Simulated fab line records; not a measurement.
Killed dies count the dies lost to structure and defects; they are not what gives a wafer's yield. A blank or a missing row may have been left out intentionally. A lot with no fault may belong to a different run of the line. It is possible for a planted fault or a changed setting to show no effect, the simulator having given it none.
Struck lot and sound lot, side by side	flow n5 finfet	25 steps out of a route of 1938
Sound: wafers L422.1, L422.3, L422.5. Wafers L416.1, L416.3, L416.5 were the ones struck. The cause is named last.
Each step with rows lists, per side, the tool, then ch with its chambers, then its first start. Under that, the readings that differ: sound wafers	struck wafers	difference of the means	sigmas: that difference in standard deviations of wafers without a fault.
alike: same words and numbers on both sides, and readings whose means sit less than 2 such deviations apart. not compared: any withheld reading, any reading some wafer has no value for, any bound like >300 that may hide the same value, and any number with overlapping values for which the record gives no deviation.
Wherever a step has rows on one side only, a row that says differs or no value, or a row with sigmas, the two part there. Numbers that have no deviation but don't overlap get no sigmas and don't part them. A reading missing from all wafers of one side parts the sides only when that side holds two or more wafers.

first, 9 steps without rows for these wafers: N5_BEOL_M2_EXPOSE_08 (exposes mask M2); N5_BEOL_M2_PEB_09 (peb time 60 s); N5_BEOL_M2_DEVELOP_10 (develop time 30 s); N5_BEOL_M2_DESCUM_16 (chemistry O2, time 7 s); N5_BEOL_M2_ETCH_74 (etches underlayer in N2/H2, target depth 6.5 nm, time 5.2 s); N5_BEOL_M2_ETCH_63 (etches SiARC in CF4, target depth 15.6 nm, time 26 s); N5_BEOL_M2_ETCH_64 (etches SOC in N2/H2, target depth 75 nm, overetch 22.5 nm, time 121.9 s); N5_BEOL_M2_STRIP_65 (strips in N2/H2); N5_BEOL_M2_STRIP_75 (strips in N2/H2).
N5_BEOL_M2_STRIP_66: strips in CF4.
  sound on rie diel-05 ch 0,1,3, day 11 19:00; struck on rie diel-02 ch 0,3, day 9 15:39
  alike: cf4 flow sccm, drypump motor current A, oes product au, rf fwd power W, rf vpp V, showerhead plenum p Torr, throttle valve pct
  not compared: rf hours counter h
then, 11 steps without rows for these wafers: N5_BEOL_M2_HM_OPEN_17 (chemistry Cl2/BCl3, target TiN, target depth 20 nm, overetch 6 nm); N5_BEOL_M2_STRIP_19 (strips in O2); N5_BEOL_M2_COAT_67 (time 60 s, resist thk 60 nm); N5_BEOL_M2_COAT_68 (time 60 s, resist thk 12 nm); N5_BEOL_M2_COAT_76 (time 60 s, resist thk 5 nm); N5_BEOL_M2_COAT_22 (resist thk 30 nm); N5_BEOL_M2_EBR_24; N5_BEOL_M2_SOFTBAKE_23 (time 60 s); N5_BEOL_M2_EXPOSE_25 (exposes mask V1, defocus 5 nm); N5_BEOL_M2_PEB_26 (peb time 60 s); N5_BEOL_M2_DEVELOP_27 (develop time 30 s).
N5_BEOL_M2_INSPECT_30: inspects for defects (brightfield).
  struck on defect inspect-02, day 9 16:25; sound on defect inspect-02, day 11 19:46
reading	sound	struck	difference	sigmas
raw defect count	334 323 383	1520 1671 1570	+1240	+14
then, 1 step without rows for these wafers: N5_BEOL_M2_DESCUM_33 (chemistry O2, time 7 s).
N5_BEOL_M4_RC_MEAS_101:
  sound on prober-01 ch 0, day 13 02:19; struck on prober-01 ch 0, day 10 19:53
  alike: DIBL_N, DIBL_P, IOFF_N, IOFF_P, ION_N, ION_P, SS_N, SS_P, VT_N, VT_P
-- record jumps: 4 days separate the struck wafers' starts on either side; left off in module BEOL_M4, taken up again in module PASSIVATION, whose first shown step is the route's number 1936 --
N5_PASSIVATION_PROBE_49:
  struck on prober-02, day 14 23:40; sound on prober-01, day 17 09:20
reading	sound	struck	difference	sigmas
defect limited yield (%)	91.0 93.5 91.0	81.8 79.7 79.7	-11.4	-7
killed_at_M0_to_M3	36 25 31	165 192 176	+147	+13
killed at contacts	36 18 12	8 2 5	-17	-3
killed dies	106 77 106	215 240 239	+135	+7
sort_bin_5_function (%)	6.4 4.1 5.5	11.7 12.1 12.5	+6.8	+6
sort n pass	1074 1103 1074	965 940 941	-135	-7
sort yield pct (%)	91.0 93.5 91.0	81.8 79.7 79.7	-11.4	-7
  alike: killed_at_M4_up, killed at front end, killed at other, killed open, killed short, sort_bin_6_memory, sort_bin_8_speed

WHERE THEY PART
First at N5_BEOL_M2_INSPECT_30; last, within this record, at N5_PASSIVATION_PROBE_49.

WHY: whatever the simulator had introduced
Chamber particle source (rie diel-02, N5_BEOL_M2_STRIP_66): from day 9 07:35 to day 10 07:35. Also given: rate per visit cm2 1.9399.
